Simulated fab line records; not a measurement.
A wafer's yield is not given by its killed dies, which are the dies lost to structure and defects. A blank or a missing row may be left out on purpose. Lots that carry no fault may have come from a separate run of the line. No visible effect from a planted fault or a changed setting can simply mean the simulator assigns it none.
Split-lot trial -- flow n5Finfet -- 7 lots, 39 wafers read, on a route of 1938 steps

THE SPLIT ITSELF
At N5_BEOL_M0_SAQP_ETCH_106 (etches SOC in N2/H2, stops on SiNx, target depth 150 nm), the setting targetDepthA was moved away from the recipe's 1500 angstrom on 12 of the 39 wafers read, by -30.9% to +56.5%. The other wafers ran this setting at the recipe's value.

The reading comes from the split's own step.

THE READING
SOC_of_BEOL_M0_SAQP_COAT_105.thkNm (the simulator's own value, which no gauge read), in nm, at N5_BEOL_M0_SAQP_ETCH_106 (etches SOC in N2/H2, stops on SiNx, target depth 150 nm). No usual value for it is given in the file. Across the 27 wafers here that went through the recipe, the average is 23.7 nm and the standard deviation 3.1 nm.

wafer,"tool, chamber at the split","targetDepthA as run, angstrom",against the recipe,"SOC_of_BEOL_M0_SAQP_COAT_105.thkNm, nm",against lot-mates on the recipe
L075.1,"rieDiel-02, 3",1215,-19.0%,38.6,+16.5
L075.2,"rieDiel-02, 0",1215,-19.0%,39.4,+17.3
L075.3,"rieDiel-02, 2",1500,recipe,22.4,-
L075.4,"rieDiel-02, 1",1215,-19.0%,36.2,+14.1
L075.5,"rieDiel-02, 2",1500,recipe,22.6,-
L075.6,"rieDiel-02, 1",1500,recipe,21.4,-
L076.1,"rieDiel-06, 0",1500,recipe,22.2,-
L076.2,"rieDiel-06, 1,3,2",2347,+56.5%,0,-21.9
L076.3,"rieDiel-06, 1,3,2",2347,+56.5%,0,-21.9
L076.6,"rieDiel-06, 1,3,2",2347,+56.5%,0,-21.9
L076.4,"rieDiel-06, 2",1500,recipe,19.6,-
L076.5,"rieDiel-06, 1",1500,recipe,24,-
L079.1,"rieDiel-06, 3",1500,recipe,30.6,-
L079.2,"rieDiel-06, 1",1500,recipe,26.2,-
L079.3,"rieDiel-06, 2",1500,recipe,21.6,-
L079.4,"rieDiel-06, 0",1500,recipe,24.6,-
L079.5,"rieDiel-06, 2",1500,recipe,21.2,-
L079.6,"rieDiel-06, 1",1500,recipe,26.6,-
L080.2,"rieDiel-02, 1",1500,recipe,21,-
L080.3,"rieDiel-02, 2",1500,recipe,21.8,-
L080.5,"rieDiel-02, 0",1500,recipe,24.2,-
L083.1,"rieDiel-02, 0",1036,-30.9%,48.4,+26.7
L083.5,"rieDiel-02, 0",1036,-30.9%,48.4,+26.7
L083.2,"rieDiel-02, 3",1500,recipe,20.6,-
L083.3,"rieDiel-02, 1",1036,-30.9%,46.6,+24.9
L083.4,"rieDiel-02, 2",1500,recipe,23,-
L083.6,"rieDiel-02, 3",1500,recipe,21.4,-
L087.1,"rieDiel-06, 2",1500,recipe,20.4,-
L087.2,"rieDiel-06, 3",1500,recipe,30.2,-
L087.3,"rieDiel-06, 0",1500,recipe,24.6,-
L087.4,"rieDiel-06, 1",1500,recipe,26.4,-
L087.5,"rieDiel-06, 3",1500,recipe,29.8,-
L087.6,"rieDiel-06, 2",1500,recipe,19.6,-
L093.1,"rieDiel-03, 3",1500,recipe,25.4,-
L093.2,"rieDiel-03, 0",1500,recipe,21.6,-
L093.3,"rieDiel-03, 1",1948,+29.9%,3.6,-21.0
L093.4,"rieDiel-03, 2,0",1948,+29.9%,0,-24.6
L093.6,"rieDiel-03, 2,0",1948,+29.9%,0,-24.6
L093.5,"rieDiel-03, 1",1500,recipe,26.8,-
Where a row lists several chambers, the file gives one row for several wafers and doesn't say which wafer went through which chamber.

THE FIT
A straight line over all 39 wafers: SOC_of_BEOL_M0_SAQP_COAT_105.thkNm changes by -0.568 nm for each +1% of targetDepthA; r = -0.94; the points scatter about the line by 4.4 nm.
The same after taking each lot's own level away (the mean of its wafers on the recipe; 39 wafers): -0.574 nm for each +1%; r = -0.93; scatter 4.9 nm.
Per that fit: largest targetDepthA move, reading shift of 32 nm.
From 21.67 to 25.17 nm: that is the span of the lots' own levels, equal to 1.1 times the standard deviation above.
So the lot-to-lot level changes the slope little: the two slopes agree.
Check: with one of the wafers moved furthest among these (+56.5%) left out of the fit, the line predicts -33.4 nm for it against its lot-mates. Against them it came out at -21.9 nm.

ADDITIONAL SPLITS CARRIED BY THESE WAFERS
Other splits were also applied to these wafers ahead of the reading. Each is held against what the fit with the lots' levels taken away leaves over:
other split on the same wafers,wafers away from the commonest value,r with SOC_of_BEOL_M0_SAQP_COAT_105.thkNm (lot level and that fit taken away)
N5_MOL_CONTACT_COAG_VIA_ETCH_46 targetDepthA,12,+0.16

THE FILE'S OWN FIT
SOC_of_BEOL_M0_SAQP_COAT_105.thkNm changes by -0.565 nm for each +1% of targetDepthA, r = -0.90.
